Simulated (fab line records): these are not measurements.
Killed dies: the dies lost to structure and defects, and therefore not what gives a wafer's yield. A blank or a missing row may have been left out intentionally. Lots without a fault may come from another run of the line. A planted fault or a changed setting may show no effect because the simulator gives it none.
Which tool is to blame?    flow nand harc    Sampling: 11 lots, 33 wafers, 7 of 1159 route steps

WHAT EACH GAUGE READ, for each wafer
NHARC_A_ONON_D1_THK_MEAS_18: measures by ellipsometry. Usual: thk nm 1000 nm, standard deviation 8.4.
lot   measured      on             thk nm (nm)     flag
L141  day 9 03:39   film metro-02  1001 1002 1002  
L143  day 9 12:01   film metro-01  1004 1003 1003  
L144  day 10 03:34  film metro-02  988 988 986     
L147  day 11 07:40  film metro-02  992 993 994     
L149  day 11 14:26  film metro-01  1005 1005 1005  
L148  day 11 14:26  film metro-02  986 986 985     
L150  day 11 14:26  film metro-01  1007 1006 1005  
L154  day 12 04:22  film metro-01  1010 1010 1011  
L156  day 12 21:14  film metro-02  997 1000 999    
L157  day 12 21:16  film metro-01  999 996 998     
L158  day 13 07:35  film metro-02  1017 1013 1016  

NHARC_A_CHANNEL_HOLE_D1_CD_MEAS_30. Usual: cd nm 90.9 nm, standard deviation 1.5.
lot   measured      on         cd nm (nm)      flag
L141  day 9 19:01   cd sem-01  92.6 92.7 89.5  
L143  day 10 02:43  cd sem-01  91.6 89.4 91.0  
L144  day 10 16:06  cd sem-03  89.9 91.3 90.2  
L147  day 11 20:18  cd sem-01  92.6 93.2 90.8  
L149  day 12 02:59  cd sem-03  0.6 1.1 -0.3    OFF
L148  day 12 07:01  cd sem-03  0.8 1.1 1.1     OFF
L150  day 12 02:49  cd sem-01  90.4 92.1 89.1  
L154  day 12 16:40  cd sem-03  2.1 0.7 1.5     OFF
L156  day 13 14:38  cd sem-02  92.2 91.4 91.2  
L157  day 13 18:13  cd sem-01  87.6 86.6 92.1  
L158  day 14 08:37  cd sem-01  89.7 88.5 90.5  

NHARC_END_SORT_01. Usual: killed at array 30, standard deviation 10; killed at other 0.5, standard deviation 0.82; killed at periphery 2.9, standard deviation 2; killed dies 34, standard deviation 11; killed open 3.2, standard deviation 1.8; killed short 2.0, standard deviation 1.4.
lot   measured      on         killed at array  killed at other  killed at periphery  killed dies  killed open  killed short  flag
L149  day 23 16:49  prober-02  674 676 674      0 1 0            3 0 3                677 677 677  2 2 6        3 5 5         OFF
L148  day 23 08:32  prober-01  674 673 670      1 0 1            2 4 6                677 677 677  1 7 6        1 2 7         OFF
L154  day 23 22:50  prober-01  670 672 672      2 0 0            5 5 5                677 677 677  2 1 5        4 3 4         OFF

TOOL THAT RAN EACH LOT (tool first, then ch and the chambers of the sampled wafers, then the start)
lot   NHARC_A_ONON_D1_DEP_33           NHARC_A_CHANNEL_HOLE_D1_ETCH_34                NHARC_A_CHANNEL_HOLE_D1_ETCH_23   NHARC_A_CHANNEL_HOLE_D1_XSEM_31
L141  pecvd-02 ch 0,1, day 9 06:03     rie diel-05 ch 0,2,3, day 9 14:57 or earlier   har etch-01 ch 0,1, day 9 14:57   xsem-01 ch 0, day 9 19:07
L143  pecvd-01 ch 0,2, day 9 14:37     rie diel-05 ch 0,1,2, day 9 22:44 or earlier   har etch-01 ch 0,1, day 9 22:44   xsem-01 ch 0, day 10 02:48
L144  pecvd-02 ch 0,1,2, day 10 05:53  rie diel-04 ch 1,2,3, day 10 11:57 or earlier  har etch-01 ch 1, day 10 11:57    xsem-02 ch 0, day 10 16:11
L147  pecvd-04 ch 0,1, day 11 10:08    rie diel-11 ch 0,1,3, day 11 16:12 or earlier  har etch-01 ch 0,1, day 11 16:12  xsem-01 ch 0, day 11 20:23
L149  pecvd-04 ch 0,2, day 11 16:45    rie diel-05 ch 1,3, day 11 22:55 or earlier    har etch-01 ch 0,1, day 11 22:55  xsem-01 ch 0, day 12 03:04
L148  pecvd-02 ch 0,1,2, day 11 16:50  rie diel-04 ch 0,3, day 12 02:53 or earlier    har etch-02 ch 1, day 12 02:53    xsem-02 ch 0, day 12 07:06
L150  pecvd-01 ch 0,1,2, day 11 16:46  rie diel-11 ch 0,2, day 11 22:51 or earlier    har etch-02 ch 0, day 11 22:51    xsem-02 ch 0, day 12 02:54
L154  pecvd-01 ch 0,2, day 12 06:41    rie diel-04 ch 0,2,3, day 12 12:35 or earlier  har etch-02 ch 0,1, day 12 12:35  xsem-01 ch 0, day 12 16:45
L156  pecvd-04 ch 0,2, day 12 23:45    rie diel-05 ch 0,1,2, day 13 10:32 or earlier  har etch-02 ch 0,1, day 13 10:32  xsem-01 ch 0, day 13 14:43
L157  pecvd-02 ch 0,1,2, day 12 23:50  rie diel-11 ch 1,2,3, day 13 14:14 or earlier  har etch-01 ch 0,1, day 13 14:14  xsem-01 ch 0, day 13 18:19
L158  pecvd-02 ch 1,2, day 13 10:00    rie diel-11 ch 0,1,2, day 14 04:32 or earlier  har etch-02 ch 0,1, day 14 04:32  xsem-01 ch 0, day 14 08:43
- NHARC_A_ONON_D1_DEP_33: deposits SiO2, target thk 200 nm.
- NHARC_A_CHANNEL_HOLE_D1_ETCH_34: etches the open film in CF4/CHF3, target depth 154 nm, time 77 s.
- NHARC_A_CHANNEL_HOLE_D1_ETCH_23: etches the open film in C4F8/O2/Ar, time 819 s, target depth 1600 nm.
- NHARC_A_CHANNEL_HOLE_D1_XSEM_31

WHAT THE TOOLS THEMSELVES READ (means of the sampled wafers that have a number; where no wafer has one, the mark that the record gives instead)
NHARC_A_ONON_D1_DEP_33. Usual: heater power w 597 W, standard deviation 73; mfc precursor sccm 161.3 sccm, standard deviation 0.52; throttle valve pct 15.9 %, standard deviation 0.61.
lot   tool      heater power w (W)  mfc precursor sccm (sccm)  throttle valve pct (%)  flag
L141  pecvd-02  590                 161.6                      16.5                    
L143  pecvd-01  702                 161.3                      16.5                    
L144  pecvd-02  599                 161.2                      16.1                    
L147  pecvd-04  660                 161.5                      15.2                    
L149  pecvd-04  536                 161.1                      15.4                    
L148  pecvd-02  586                 161.3                      16.1                    
L150  pecvd-01  638                 161.3                      15.8                    
L154  pecvd-01  668                 161.2                      16.2                    
L156  pecvd-04  544                 161.7                      15.1                    
L157  pecvd-02  609                 161.6                      16.3                    
L158  pecvd-02  588                 161.6                      15.8                    

NHARC_A_CHANNEL_HOLE_D1_ETCH_34. Usual: bias w 200.0 W, standard deviation 0.6; cf4 flow sccm 100.0 sccm, standard deviation 0.31; drypump motor current A 5.8 A, standard deviation 0.46; oes product au 0.941 a.u., standard deviation 0.025; rf vpp V 370.3 V, standard deviation 2; showerhead plenum p Torr 1.57 Torr, standard deviation 0.057; throttle valve pct 16.803 %, standard deviation 0.0092.
lot   tool         bias w (W)  cf4 flow sccm (sccm)  drypump motor current A (A)  oes product au (a.u.)  rf vpp V (V)  showerhead plenum p Torr (Torr)  throttle valve pct (%)  flag
L141  rie diel-05  199.5       100.1                 5.7                          0.971                  369.1         1.54                             16.795                  
L143  rie diel-05  199.8       100.0                 6.2                          0.966                  370.8         1.57                             16.812                  
L144  rie diel-04  200.0       99.8                  5.7                          0.979                  372.0         1.62                             16.797                  
L147  rie diel-11  201.0       100.0                 5.6                          0.938                  370.3         1.54                             16.805                  
L149  rie diel-05  199.5       99.8                  6.2                          0.919                  369.8         1.54                             16.808                  
L148  rie diel-04  200.4       100.0                 5.6                          0.930                  372.9         1.65                             16.808                  
L150  rie diel-11  200.4       100.2                 5.8                          0.914                  369.2         1.55                             16.803                  
L154  rie diel-04  200.4       100.1                 5.8                          0.936                  371.4         1.60                             16.801                  
L156  rie diel-05  200.3       100.4                 6.2                          0.927                  371.3         1.57                             16.808                  
L157  rie diel-11  200.1       99.9                  5.9                          0.917                  368.7         1.54                             16.799                  
L158  rie diel-11  199.8       100.1                 5.8                          0.913                  369.3         1.53                             16.801                  

NHARC_A_CHANNEL_HOLE_D1_ETCH_23. Usual: c4f8 flow sccm 89.30 sccm, standard deviation 0.29; chamber pressure mTorr 20.001 mTorr, standard deviation 0.021; drypump motor current A 6.1 A, standard deviation 0.33; showerhead plenum p Torr 3.74 Torr, standard deviation 0.15; throttle valve pct 32.155 %, standard deviation 0.0096.
lot   tool         c4f8 flow sccm (sccm)  chamber pressure mTorr (mTorr)  drypump motor current A (A)  showerhead plenum p Torr (Torr)  throttle valve pct (%)  flag
L141  har etch-01  89.41                  19.989                          5.8                          3.82                             32.146                  
L143  har etch-01  89.32                  19.995                          5.8                          3.82                             32.155                  
L144  har etch-01  89.01                  20.004                          5.7                          3.81                             32.147                  
L147  har etch-01  89.23                  19.985                          5.8                          3.81                             32.168                  
L149  har etch-01  -                      -                               -                            -                                -                       OFF
L148  har etch-02  -                      -                               -                            -                                -                       OFF
L150  har etch-02  88.95                  19.992                          6.1                          3.49                             32.150                  
L154  har etch-02  -                      -                               -                            -                                -                       OFF
L156  har etch-02  88.95                  20.008                          6.3                          3.60                             32.152                  
L157  har etch-01  89.15                  20.020                          5.8                          3.79                             32.152                  
L158  har etch-02  89.50                  20.008                          6.5                          3.72                             32.156                  

NHARC_A_CHANNEL_HOLE_D1_XSEM_31. Usual: bot cd nm 75.6 nm, standard deviation 1.4; bow nm 8.8 nm, standard deviation 0.31; tilt deg 0.08 degrees, standard deviation 0.049.
lot   tool     bot cd nm (nm)  bow nm (nm)  tilt deg (degrees)  flag
L141  xsem-01  76.8            9.0          0.09                
L143  xsem-01  74.3            9.0          0.23                OFF
L144  xsem-02  74.9            8.9          0.00                
L147  xsem-01  76.3            9.2          0.12                
L149  xsem-01  0.4             0.6          0.08                OFF
L148  xsem-02  1.3             0.7          0.01                OFF
L150  xsem-02  76.1            8.2          0.04                
L154  xsem-01  1.8             0.6          0.01                OFF
L156  xsem-01  75.3            8.2          0.08                
L157  xsem-01  73.6            9.3          0.14                
L158  xsem-01  74.6            8.8          0.07                

THE ANSWER, worked out from the rows above alone
Rule: a lot counts as off when the mean over its wafers that have a number is more than 3 standard deviations away from the usual mean. A lot without any number at a reading at which 4 lots or more have one is off too. The other lots that the step has rows for count as sound. Order of review: gauges by route order, followed by the tools' own readings, for which a lot's mean as printed above is used. At the first step where some lot is off, the reading lying furthest off is the one used; lots without a number count as furthest.
Off at NHARC_A_CHANNEL_HOLE_D1_CD_MEAS_30 (cd nm): L149, L148, L154.
If a tool, at a process step before that reading, ran all the lots that are off and no sound lot after the first of them, it fits. Not tried: the gauges at NHARC_A_CHANNEL_HOLE_D1_CD_MEAS_30; whatever is off there is also off at NHARC_END_SORT_01, on other tools, and gauge error can't account for it. Because NHARC_A_CHANNEL_HOLE_D1_ETCH_34 lacks a start for some lots, the hours and order of its lots are taken from NHARC_A_CHANNEL_HOLE_D1_ETCH_23. Not one of the candidates tried fits.

WHAT THE SIMULATOR HAD INSERTED
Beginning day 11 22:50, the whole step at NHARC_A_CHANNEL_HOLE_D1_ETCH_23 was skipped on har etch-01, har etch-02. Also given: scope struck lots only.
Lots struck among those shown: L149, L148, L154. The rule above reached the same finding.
